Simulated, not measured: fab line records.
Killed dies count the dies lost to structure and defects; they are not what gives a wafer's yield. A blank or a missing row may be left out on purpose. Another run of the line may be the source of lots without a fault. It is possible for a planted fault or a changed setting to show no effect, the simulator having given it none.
Chamber matching -- flow nandHarc -- rieDiel-07 running NHARC_A_CHANNEL_HOLE_D1_ETCH_16: 4 sister chambers
The step etches the open film in O2/COS, target depth 3100 nm, time 806 s. 17 wafers are shown with their chamber, then 8 later ones without.

## EACH WAFER AND ITS CHAMBER
wafer,chamber,showerheadPlenumPTorr (Torr),drypumpMotorCurrentA (A),rfVppV (V)
L568.2,1,3.30,6.1,315.9
L568.3,0,2.98,5.6,312.3
L568.6,0,2.98,5.5,312.9
L571.3,1,3.30,6.1,316.9
L571.4,3,3.01,6.1,312.4
L571.5,2,3.13,6.3,314.2
L574.2,0,2.98,5.6,310.9
L574.3,1,3.30,6.1,314.7
L574.6,1,3.30,6.1,315.8
L575.2,0,2.97,5.6,314.1
L575.3,2,3.13,6.3,313.6
L578.1,3,3.01,6.1,313.0
L578.3,1,3.30,6.1,314.7
L585.2,3,3.01,6.1,312.8
L585.3,0,2.97,5.6,312.4
L585.4,1,3.29,6.1,315.6
L586.1,0,2.97,5.6,312.9

SIGNATURES (means of the wafers above)
reading,chamber 0,chamber 1,chamber 2,chamber 3,scatter within a chamber
showerheadPlenumPTorr,2.9750,3.2983,3.1300,3.0100,0.00424
drypumpMotorCurrentA,5.583,6.100,6.300,6.100,0.0253
rfVppV,312.583,315.600,313.900,312.733,0.844
Rule: a wafer lies at a distance from a chamber equal to the root of the sum of squares, over the readings, of (its reading less the chamber's mean, divided by the reading's scatter). The wafer belongs to the nearest chamber; if the next one is less than 2 further off, it can't be placed. The scatter: take each reading less its chamber's mean, square it, sum over the shown wafers, divide by the number of wafers less the number of chambers, and take the root.

## WAFERS MISSING THEIR CHAMBER
wafer,showerheadPlenumPTorr (Torr),drypumpMotorCurrentA (A),rfVppV (V)
L586.4,3.13,6.3,314.6
L586.6,3.13,6.3,312.7
L587.2,3.29,6.1,316.7
L587.3,3.00,6.1,312.2
L587.6,3.00,6.1,312.7
L588.1,3.12,6.3,313.2
L588.2,2.97,5.6,311.6
L588.4,3.29,6.1,317.1

## WHICH CHAMBER EACH WENT THROUGH
wafer,from the rows above,in truth
L586.4,2,2
L586.6,2,2
L587.2,1,1
L587.3,3,3
L587.6,3,3
L588.1,2,2
L588.2,0,0
L588.4,1,1
Correctly placed: 8 of 8. Not placeable from these rows: 0. Wrongly placed: 0.
